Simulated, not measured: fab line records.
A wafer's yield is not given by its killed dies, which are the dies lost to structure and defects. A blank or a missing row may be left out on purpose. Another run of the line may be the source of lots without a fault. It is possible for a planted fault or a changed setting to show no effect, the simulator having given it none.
Struck lot and sound lot, side by side	flow nand harc	15 steps out of a route of 1302
Sound: wafers L186.3, L186.5, L186.6. Wafers struck: L197.1, L197.2, L197.6. The cause comes at the end.
Per side, at each step with rows, come the tool, then ch with its chambers, and then its first start. Under that, the readings that differ: sound wafers	struck wafers	difference of the means	sigmas: that difference in standard deviations of wafers without a fault.
alike: readings with means less than 2 such deviations apart, plus words and numbers identical on both sides. not compared: withheld readings, readings lacking a value on some wafer, bounds such as >300 that could conceal the same value, and numbers that have no deviation in the record and whose values overlap.
Wherever a step has rows on one side only, a row that says differs or no value, or a row with sigmas, the two part there. When numbers do not overlap yet have no deviation, they are printed without sigmas and do not part them. Lack of a reading on every wafer of one side parts them only where that side has two or more wafers.

first, 1 step without rows for these wafers: NHARC_A_ONON_D1_DEP_12 (target thk 1000 nm).
NHARC_A_ONON_D1_THK_MEAS_14: measures by ellipsometry.
  sound on film metro-02 at day 11 23:30; struck on film metro-02 at day 16 07:46
  alike: thk nm
then, 2 steps without rows for these wafers: NHARC_A_ONON_D1_ANNEAL_15 (time 3600 s); NHARC_A_ONON_D1_DEP_16 (target thk 1000 nm).
NHARC_A_ONON_D1_THK_MEAS_18: measures by ellipsometry.
  sound on film metro-01 at day 12 07:14; struck on film metro-01 at day 16 15:31
  alike: thk nm
next comes 1 step that has no rows for these wafers: NHARC_A_ONON_D1_DEP_19 (target thickness 1000 nm).
NHARC_A_ONON_D1_THK_MEAS_21: measures by ellipsometry.
  sound on film metro-02 at day 12 07:53; struck on film metro-01 at day 16 16:05
  alike: thk nm
next comes 1 step that has no rows for these wafers: NHARC_A_ONON_D1_DEP_22 (target thickness 1000 nm).
NHARC_A_ONON_D1_THK_MEAS_24: measures by ellipsometry.
  sound on film metro-02 at day 12 08:28; struck on film metro-01 at day 16 16:40
  alike: thk nm
next comes 1 step that has no rows for these wafers: NHARC_A_ONON_D1_DEP_25 (target thickness 1000 nm).
NHARC_A_ONON_D1_THK_MEAS_27: measures by ellipsometry.
  sound on film metro-02 at day 12 09:02; struck on film metro-01 at day 16 17:14
  alike: thk nm
NHARC_A_ONON_D1_DEP_28: target thk 1000 nm.
  sound on pecvd onon-03 ch 0, day 12 09:13; struck on pecvd onon-01 ch 0, day 16 17:17
reading	sound	struck	difference	sigmas
sih4 flow sccm (sccm)	209.6 210.2 209.1	211.5 210.8 210.6	+1.3	+2
NHARC_A_ONON_D1_THK_MEAS_30: measures by ellipsometry.
  sound on film metro-02 at day 12 09:36; struck on film metro-01 at day 16 17:58
reading	sound	struck	difference	sigmas
thk nm (nm)	1006 1007 1008	630 631 630	-377	-40
  not compared: hold
NHARC_A_ONON_D1_DEP_33: deposits SiO2, target thk 200 nm.
  sound on pecvd-03 ch 0,2, day 12 09:39; struck on pecvd-02 ch 0,2, day 16 22:04
reading	sound	struck	difference	sigmas
hold	- - -	await dispo/4.0h/release await dispo/4.0h/release await dispo/4.0h/release	no value on the sound wafers	
  alike: heater power w, throttle valve pct
-- break in the record here, with 15 days between the starts of the struck wafers on either side (left off in module A_ONON_D1, picked up again in module END, where the first step shown is number 1302 on the route) --
NHARC_END_SORT_01:
  here the record holds rows for the struck wafers (prober-02 ch 0, day 32 05:20) but none for the sound ones

## WHERE THEY PART
Last at NHARC_END_SORT_01 as far as this record goes, first at NHARC_A_ONON_D1_DEP_28.

WHY: what had been put in by the simulator
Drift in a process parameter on pecvd onon-01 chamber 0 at NHARC_A_ONON_D1_DEP_28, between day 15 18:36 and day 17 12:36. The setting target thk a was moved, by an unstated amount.
